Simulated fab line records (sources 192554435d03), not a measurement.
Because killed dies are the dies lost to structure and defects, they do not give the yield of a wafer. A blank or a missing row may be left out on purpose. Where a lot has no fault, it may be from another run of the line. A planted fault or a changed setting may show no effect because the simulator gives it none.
Lot-split experiment | flow n5 finfet | on a route of 1938 steps: 7 lots, 21 wafers read

## THE SPLIT ITSELF
At N5_BEOL_M2_COAT_05 (resist thk 30 nm), the setting spin rpm was moved away from the recipe's 1500 rpm on 10 of the 21 wafers read, by -6.5% to +11.0%. For the rest of the wafers, this setting stayed at what the recipe calls for.

The reading comes from the split's own step.

## THE READING
CAR-EUV_of_BEOL_M2_COAT_05.thk nm (the simulator's own value, which no gauge read), in nm, at N5_BEOL_M2_COAT_05 (resist thk 30 nm). The file does not state a usual value for it. Average 30.0 nm, standard deviation 0.057 nm, over the 11 wafers here run with the recipe.

wafer  | tool, chamber at the split | spin rpm as run, rpm | against the recipe | CAR-EUV_of_BEOL_M2_COAT_05.thk nm, nm | against lot-mates on the recipe
L074.1 | litho track-04, 0          | 1500                 | recipe             | 30                                    | -
L074.2 | litho track-04, 0          | 1500                 | recipe             | 30                                    | -
L074.5 | litho track-04, 0          | 1402                 | -6.5%              | 31                                    | +1.0
L078.1 | litho track-03, 0          | 1548                 | +3.2%              | 29.6                                  | no lot-mate on the recipe
L078.3 | litho track-03, 0          | 1548                 | +3.2%              | 29.6                                  | no lot-mate on the recipe
L078.4 | litho track-03, 0          | 1548                 | +3.2%              | 29.6                                  | no lot-mate on the recipe
L079.1 | litho track-02, 0          | 1612                 | +7.5%              | 28.8                                  | -1.1
L079.2 | litho track-02, 0          | 1500                 | recipe             | 30                                    | -
L079.6 | litho track-02, 0          | 1500                 | recipe             | 29.8                                  | -
L080.4 | litho track-02, 0          | 1644                 | +9.6%              | 28.8                                  | -1.2
L080.5 | litho track-02, 0          | 1500                 | recipe             | 30                                    | -
L080.6 | litho track-02, 0          | 1644                 | +9.6%              | 28.6                                  | -1.4
L084.2 | litho track-04, 0          | 1500                 | recipe             | 30                                    | -
L084.3 | litho track-04, 0          | 1500                 | recipe             | 30                                    | -
L084.4 | litho track-04, 0          | 1500                 | recipe             | 30                                    | -
L089.2 | litho track-02, 0          | 1500                 | recipe             | 30                                    | -
L089.4 | litho track-02, 0          | 1500                 | recipe             | 30                                    | -
L089.3 | litho track-02, 0          | 1665                 | +11.0%             | 28.6                                  | -1.4
L091.1 | litho track-04, 0          | 1500                 | recipe             | 30                                    | -
L091.2 | litho track-04, 0          | 1658                 | +10.5%             | 28.6                                  | -1.4
L091.6 | litho track-04, 0          | 1658                 | +10.5%             | 28.6                                  | -1.4

THE FIT
A straight line over all 21 wafers: CAR-EUV_of_BEOL_M2_COAT_05.thk nm changes by -0.136 nm for each +1% of spin rpm; r = -0.99; the points scatter about the line by 0.08 nm.
The same after taking each lot's own level away (the mean of its wafers on the recipe; 18 wafers): -0.136 nm for each +1%; r = -1.00; scatter 0.066 nm.
Per that fit: largest spin rpm move, reading shift of 1.5 nm.
The span of the lots' own levels, 29.90 to 30.00 nm, comes to 1.7 times the standard deviation stated above.
The two slopes agree, so the slope changes little with the lot-to-lot level.
Check: for one of the wafers moved furthest among these (+11.0%), held out of the fit, the line's prediction against its lot-mates is -1.51 nm. It came out at -1.4 nm against them.

## OTHER SPLITS ON THESE WAFERS
Note: prior to the reading, these wafers also went through further splits. Each is held against what the fit with the lots' levels taken away leaves over:
other split on the same wafers          | wafers away from the commonest value | r with CAR-EUV_of_BEOL_M2_COAT_05.thk nm (lot level and that fit taken away)
N5_ILD0_ALD_15 ald cycles               | 6                                    | +0.00
N5_GATE_CUT_ETCH_58 time s              | 7                                    | +0.07
N5_GATE_CUT_COAT_27 spin rpm            | 4                                    | +0.03
N5_GATE_CUT_COAT_07 spin rpm            | 4                                    | -0.57
N5_MOL_CONTACT_COAG_VIA_ETCH_117 bias w | 7                                    | +0.13
N5_BEOL_M0_CUTY_COAT_51 spin rpm        | 4                                    | -0.53
N5_BEOL_M0_CUTY_ETCH_63 source w        | 7                                    | +0.05
N5_BEOL_M1_DESCUM_33 time s             | 9                                    | -0.11
N5_BEOL_M1_DEP_57 time s                | 6                                    | -0.38

## FILE'S OWN FIT
CAR-EUV_of_BEOL_M2_COAT_05.thk nm changes by -0.136 nm for each +1% of spin rpm, r = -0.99.
